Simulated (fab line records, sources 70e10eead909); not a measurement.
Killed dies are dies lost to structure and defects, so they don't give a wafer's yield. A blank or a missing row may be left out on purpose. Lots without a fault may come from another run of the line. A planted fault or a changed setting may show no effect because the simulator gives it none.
Chamber matching | flow nand_harc | NHARC_A_CONTACT_ETCH_88 on rie_diel-12: 4 sister chambers
The step etches the open film in CF4, target depth 39 nm, time 65 s. 4 wafers are shown with their chamber, then 12 later ones without.

WAFERS WITH THEIR CHAMBER
wafer  | chamber | drypump_motor_current_A (A)
L088.6 | 3       | 6.5
L090.2 | 2       | 5.6
L090.3 | 1       | 5.7
L090.6 | 0       | 6.1

WAFERS WITHOUT THEIR CHAMBER
wafer  | drypump_motor_current_A (A)
L092.2 | 5.6
L092.3 | 6.1
L092.4 | 6.6
L094.1 | 5.6
L094.5 | 5.6
L094.6 | 5.7
L096.1 | 5.6
L096.5 | 5.6
L096.6 | 6.6
L097.2 | 5.6
L097.4 | 6.5
L097.6 | 5.6

WHICH CHAMBER EACH WENT THROUGH
wafer  | from the rows above | in truth
L092.2 | 2                   | 2
L092.3 | 0                   | 0
L092.4 | 3                   | 3
L094.1 | 2                   | 2
L094.5 | 2                   | 2
L094.6 | 1                   | 1
L096.1 | 2                   | 2
L096.5 | 2                   | 2
L096.6 | 3                   | 3
L097.2 | 2                   | 2
L097.4 | 3                   | 3
L097.6 | 2                   | 2
Placed correctly: 12 of 12. Can't be placed from these rows: 0. Placed wrongly: 0.
How it was worked out, from the rows above alone: a wafer's distance from a chamber is the root of the sum, over the readings, of the square of ((its reading less the chamber's mean) divided by the reading's scatter). The wafer belongs to the nearest chamber; if the next one is less than 2 further off, it can't be placed. A chamber's mean is the mean of its shown wafers. The scatter: with one shown wafer a chamber, the root of the mean of the squares of how far each hidden wafer lies from its nearest shown one.
